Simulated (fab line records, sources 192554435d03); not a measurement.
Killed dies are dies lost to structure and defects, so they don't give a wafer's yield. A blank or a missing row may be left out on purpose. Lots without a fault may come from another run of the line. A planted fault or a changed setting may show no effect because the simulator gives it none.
A struck lot beside a sound one | flow n5_finfet | 39 steps out of a route of 1938
Sound: wafers L182.1, L182.2, L182.4. Struck: wafers L178.2, L178.4. (L178.3 of the same lot was not struck and is left out.) The cause comes at the end.
At each step with rows: each side's tool, then ch and its chambers, then its first start. Under that, the readings that differ: sound wafers | struck wafers | difference of the means | sigmas: that difference in standard deviations of wafers without a fault.
alike: readings whose means differ by less than 2 such deviations, and words and numbers that are the same on both sides. not compared: withheld readings, readings that some wafer has no value for, bounds like >300 that may hide the same value, and numbers for which the record gives no deviation and whose values overlap.
The two part at a step that has a row with sigmas, a row that says differs or no value, or rows on one side only. Numbers that don't overlap but have no deviation are shown without sigmas and don't part them. A reading that every wafer of one side lacks parts them only if that side has two wafers or more.

first, 9 steps without rows for these wafers: N5_DUMMY_GATE_EXPOSE_12 (exposes mask GATE, target cd 25 nm); N5_DUMMY_GATE_PEB_13 (peb time 60 s); N5_DUMMY_GATE_DEVELOP_14 (develop time 30 s); N5_DUMMY_GATE_DESCUM_20 (chemistry O2, time 6.2 s); N5_DUMMY_GATE_ETCH_29 (etches underlayer in N2/H2, target depth 13 nm); N5_DUMMY_GATE_ETCH_36 (etches SiARC in CF4, target depth 13 nm); N5_DUMMY_GATE_ETCH_37 (etches SOC in N2/H2, target depth 60 nm, overetch 30 nm); N5_DUMMY_GATE_STRIP_38 (strips in N2/H2); N5_DUMMY_GATE_STRIP_39 (strips in N2/H2).
N5_DUMMY_GATE_TRIM_49: chemistry O2, time 29 s, target cd 14 nm.
  sound on rie_si-06 ch 0,1,2, day 7 09:43; struck on rie_si-05 ch 1,3, day 6 10:32
  reading                     | sound             | struck      | difference | sigmas
  oes_product_au (a.u.)       | 1.005 0.965 0.991 | 0.757 0.765 | -0.226     | -12
  model.DUMMY_GATE.cd_nm (nm) | 14 13.6 14.2      | 17.2 17.4   | +3.4       |
  alike: drypump_motor_current_A, he_backside_leak_sccm, throttle_valve_pct
  not compared: rf_hours_counter_h
then, 1 step without rows for these wafers: N5_DUMMY_GATE_STRIP_40 (strips in CF4).
N5_DUMMY_GATE_CD_MEAS_50: target cd 14 nm.
  sound on cd_sem-01, day 7 09:52; struck on cd_sem-01, day 6 10:41
  reading    | sound          | struck    | difference | sigmas
  cd_nm (nm) | 13.9 13.6 14.3 | 17.3 17.5 | +3.5       | +7
then, 6 steps without rows for these wafers: N5_DUMMY_GATE_ETCH_31 (etches SiO2 in C4F6/O2, target depth 82.5 nm, time 27.5 s); N5_DUMMY_GATE_STRIP_41 (strips in O2); N5_DUMMY_GATE_HM_OPEN_21 (chemistry CH3F/O2, target SiNx, target depth 120 nm, time 171.4 s); N5_DUMMY_GATE_ETCH_32 (etches SiO2 in CF4, target depth 3.5 nm, time 3.9 s); N5_DUMMY_GATE_ETCH_23 (etches poly-Si in HBr/Cl2/O2, target depth 41 nm, time 22.3 s); N5_DUMMY_GATE_ETCH_44 (etches poly-Si in HBr/O2, stops on SiO2, target depth 127.5 nm).
N5_DUMMY_GATE_CD_MEAS_24: target cd 15 nm.
  sound on cd_sem-01, day 7 10:22; struck on cd_sem-03, day 6 11:11
  reading    | sound          | struck    | difference | sigmas
  cd_nm (nm) | 14.5 15.0 14.7 | 17.8 17.9 | +3.1       | +6
N5_DUMMY_GATE_ETCH_42: etches SiO2 in CHF3/O2, target depth 3.5 nm, time 31 s.
  sound on rie_diel-06 ch 1,2, day 7 10:25; struck on rie_diel-02 ch 2,3, day 6 11:14
  reading                     | sound          | struck    | difference | sigmas
  model.DUMMY_GATE.cd_nm (nm) | 14.6 14.8 14.6 | 17.8 17.8 | +3.1       |
  alike: bias_w, drypump_motor_current_A, oes_o_777_au, oes_product_au, rf_vpp_V, showerhead_plenum_p_Torr, throttle_valve_pct
  not compared: rf_hours_counter_h
then, 17 steps without rows for these wafers: N5_DUMMY_GATE_STRIP_48 (strips in N2/H2, time 20 s); N5_DUMMY_GATE_PRECLEAN_33 (cleans in dHF, time 10 s); N5_DUMMY_GATE_PRECLEAN_25 (cleans in O3/DIW, time 45 s); N5_DUMMY_GATE_PRECLEAN_51 (cleans in SC2, time 45 s); N5_DUMMY_GATE_SRD_26 (time 30 s); N5_DUMMY_GATE_UV_OZONE_45 (time 120 s); N5_SPACER0_ALD_07 (deposits SiNx, target thk 2 nm); N5_SPACER0_ALD_00 (deposits SiOCN, target thk 3.5 nm, pulse time 3 s, purge time 2 s); N5_SPACER0_ALD_08 (deposits SiNx, target thk 2 nm); N5_SD_EPI_N_COAT_32 (time 60 s, resist thk 350 nm); N5_SD_EPI_N_COAT_33 (time 60 s, resist thk 35 nm); N5_SD_EPI_N_COAT_03 (resist thk 150 nm); N5_SD_EPI_N_EBR_05; N5_SD_EPI_N_SOFTBAKE_04 (time 60 s); N5_SD_EPI_N_EXPOSE_06 (exposes mask SD N BLK, target cd 120 nm); N5_SD_EPI_N_PEB_07 (peb time 60 s); N5_SD_EPI_N_DEVELOP_08 (develop time 30 s).
N5_BEOL_M4_RC_MEAS_101:
  the record has rows for the sound wafers here (prober-01 ch 0, day 16 00:03) and none for the struck ones
-- the record jumps here: 14 days lie between the struck wafers' starts before and after (it left off in module BEOL_M4 and takes up again in module PASSIVATION, whose first step shown is number 1936 of the route) --
N5_PASSIVATION_PROBE_49:
  sound on prober-01, day 20 04:14; struck on prober-02, day 20 06:11
  reading                  | sound          | struck    | difference | sigmas
  defect_limited_yield (%) | 89.4 89.1 92.8 | 25.5 30.7 | -62.3      | -45
  killed_at_M0_to_M3       | 59 51 44       | 21 42     | -20        | -2
  killed_at_M4_up          | 16 18 10       | 31 20     | +11        | +2
  killed_at_front_end      | 40 38 17       | 823 740   | +750       | +68
  killed_dies              | 125 129 85     | 879 818   | +736       | +43
  killed_on_rim            | 21 16 10       | 148 53    | +85        | +20
  sort_bin_8_speed (%)     | 0 0 0          | 0 1.02    | +1         | +22
  sort_n_pass              | 1055 1051 1095 | 301 350   | -742       | -44
  sort_yield_pct (%)       | 89.4 89.1 92.8 | 25.5 29.7 | -62.8      | -45
  alike: killed_at_contacts, killed_at_other, killed_open, killed_short, sort_bin_5_function, sort_bin_6_memory

WHERE THEY PART
First at N5_DUMMY_GATE_TRIM_49; last, within this record, at N5_PASSIVATION_PROBE_49.

WHY: what the simulator had put in
Process parameter drift: rie_si-05, from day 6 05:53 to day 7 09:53, at N5_DUMMY_GATE_TRIM_49. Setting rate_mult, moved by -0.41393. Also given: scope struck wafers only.
